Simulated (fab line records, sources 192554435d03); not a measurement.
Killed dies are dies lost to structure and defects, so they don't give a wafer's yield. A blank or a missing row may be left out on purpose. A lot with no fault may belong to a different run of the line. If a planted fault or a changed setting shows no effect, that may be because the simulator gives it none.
Chamber matching	flow n5 finfet	N5_SD_EPI_N_LINER_46 on ald sin-04 has 4 sister chambers
The step material SiNx, target thk 3 nm. 8 wafers are shown with their chamber, then 8 later ones without.

## WAFERS WITH THEIR CHAMBER
wafer	chamber	heater power w (W)	heater power outer w (W)
L077.1	1	815	514
L084.2	0	918	530
L087.2	1	823	519
L089.1	0	975	577
L089.6	3	860	527
L090.4	3	864	517
L090.5	2	832	495
L091.1	2	849	490

## WAFERS WHOSE CHAMBER IS MISSING
wafer	heater power w (W)	heater power outer w (W)
L091.4	845	524
L091.5	849	509
L095.3	798	518
L095.5	836	534
L095.6	803	524
L097.2	939	549
L097.4	853	508
L097.5	840	522

## THE CHAMBER EACH PASSED THROUGH
wafer	from the rows above	in truth
L091.4	can't be placed: 3 or 1 or 2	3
L091.5	can't be placed: 3 or 2 or 1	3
L095.3	can't be placed: 1 or 2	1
L095.5	can't be placed: 1 or 3 or 2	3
L095.6	can't be placed: 1 or 2 or 3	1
L097.2	0	0
L097.4	can't be placed: 3 or 2 or 1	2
L097.5	can't be placed: 3 or 1 or 2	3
Correct placement for 1 of the 8. Cannot be placed on the basis of these rows: 7; the candidates contain the true chamber in 7. Number placed wrongly: 0.
How it was worked out, from the rows above alone: a wafer's distance from a chamber is the root of the sum, over the readings, of the square of ((its reading less the chamber's mean) divided by the reading's scatter). The wafer belongs to the nearest chamber; if the next one is less than 2 further off, it can't be placed. Each chamber's mean is taken over the wafers shown for it. How the scatter is found: for the shown wafers, subtract from each reading the mean of its chamber, square and add these, divide the total by (wafers less chambers), then take the root.
